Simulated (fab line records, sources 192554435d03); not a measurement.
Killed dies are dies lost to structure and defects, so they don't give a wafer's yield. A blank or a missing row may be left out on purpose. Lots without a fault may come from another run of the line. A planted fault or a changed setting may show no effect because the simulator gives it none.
Problem report in the 8D (eight disciplines) form, filled by code | flow n5_finfet | the parts of the form that need people (team, actions taken, sign-off) are left out

1. THE PROBLEM
rf_fwd_power_W at N5_BEOL_M2_VIA_ETCH_34 reads a mean of 431.5 W on 1 wafer of 1 lot; wafers without a fault read 347.5 W with a standard deviation of 1.2. That is +70 standard deviations from the usual mean.
The step: etches the open film in C4F6/O2, target depth 69.4 nm, time 65.9 s.
First seen on wafer L785.1, day 10 20:16, on rie_diel-03. The record holds 24 wafers of 8 lots with a number at this step. Rule for "out", or "out of limits": more than 4 standard deviations from the usual mean. The other wafers with a number count as sound.

2. WHAT IT IS AND WHAT IT IS NOT
question                    | is                       | is not
which readings at this step | rf_fwd_power_W, rf_vpp_V | chamber_pressure_mTorr, drypump_motor_current_A, oes_f_703_au, oes_product_au, showerhead_plenum_p_Torr, throttle_valve_pct
which lots                  | L785                     | L768, L770, L773, L778, L780, L784, L791
which wafers of those lots  | L785.1                   | L785.2, L785.4
read on which tools         | rie_diel-03              | rie_diel-01, rie_diel-06
when                        | from day 10 20:16        | up to then (17 sound wafers); but 6 sound wafers of L770, L791 came after

3. SUSPECTS, AND WHAT RULES EACH OUT
Counting: a tool at a process step up to the reading stays a suspect if it ran every lot that is out. Sound lots after the first of them don't rule it out here, since some wafers of a struck lot are sound.
- rie_diel-01 at N5_BEOL_M2_ETCH_74 (etches underlayer in N2/H2, target depth 6.5 nm, time 5.2 s): kept. It ran the lot that is out, L785 (day 10 14:40); its last sound lot up to then is L780 (day 9 12:35).
- rie_diel-06 at N5_BEOL_M2_ETCH_77 (etches underlayer in N2/H2, target depth 6.5 nm, time 5.2 s): kept. It ran the lot that is out, L785 (day 10 15:41); its last sound lot up to then is L768 (day 6 20:39).
- rie_diel-03 at N5_BEOL_M2_ETCH_70 (etches SOC in N2/H2, target depth 80 nm, overetch 24 nm, time 130 s): kept. It ran the lot that is out, L785 (day 10 20:10); its last sound lot up to then is L780 (day 9 18:43).
- rie_diel-03 at N5_BEOL_M2_VIA_ETCH_34 (etches the open film in C4F6/O2, target depth 69.4 nm, time 65.9 s): kept. It ran the lot that is out, L785 (day 10 20:16); its last sound lot up to then is L780 (day 9 18:50). Its own readings are out on those wafers: rf_fwd_power_W, rf_vpp_V.
- Within rie_diel-01 at N5_BEOL_M2_ETCH_74: the wafers that are out ran in chamber 2; their sound lot-mates ran in chambers 1, 3.
- Within rie_diel-06 at N5_BEOL_M2_ETCH_77: the wafers that are out ran in chamber 2; their sound lot-mates ran in chambers 0, 3.
- Within rie_diel-03 at N5_BEOL_M2_ETCH_70: the wafers that are out ran in chamber 3; their sound lot-mates ran in chambers 1, 2.
- Within rie_diel-03 at N5_BEOL_M2_VIA_ETCH_34: the wafers that are out ran in chamber 3; their sound lot-mates ran in chambers 1, 2.
Left after counting: rie_diel-01 at N5_BEOL_M2_ETCH_74, rie_diel-06 at N5_BEOL_M2_ETCH_77, rie_diel-03 at N5_BEOL_M2_ETCH_70, rie_diel-03 at N5_BEOL_M2_VIA_ETCH_34.

4. THE CAUSE (what the simulator had put in)
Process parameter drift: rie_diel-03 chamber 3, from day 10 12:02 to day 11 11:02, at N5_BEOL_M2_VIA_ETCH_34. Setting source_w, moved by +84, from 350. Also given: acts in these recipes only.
Counting left 4 suspects, and this tool is among them.

5. THE CHAIN OF EFFECTS, in route order
Each row: a reading whose mean over the struck wafers that have a number lies more than 3 standard deviations from the usual. Only readings for which the record gives a usual standard deviation are gone through. hours: the time from each lot's start at the first step in this table that gives one to its start at this step, as a median over the lots. sigmas: the change in usual standard deviations.
hours | step                   | reading        | usual   | on struck wafers | change | sigmas
0     | N5_BEOL_M2_VIA_ETCH_34 | rf_fwd_power_W | 347.5 W | 431.5            | +84.0  | +70
0     | N5_BEOL_M2_VIA_ETCH_34 | rf_vpp_V       | 665 V   | 595              | -70    | -5.4
The process steps in it:
- N5_BEOL_M2_VIA_ETCH_34: etches the open film in C4F6/O2, target depth 69.4 nm, time 65.9 s.
Later measuring or inspecting steps at which every struck wafer that the step has a row for has a number for every such reading, and none has moved that far: N5_BEOL_M4_RC_MEAS_101.

6. WHAT WOULD HAVE CAUGHT IT SOONER
In this record the first reading out of limits was taken at day 10 20:16, 8 hours after the fault began at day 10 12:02.
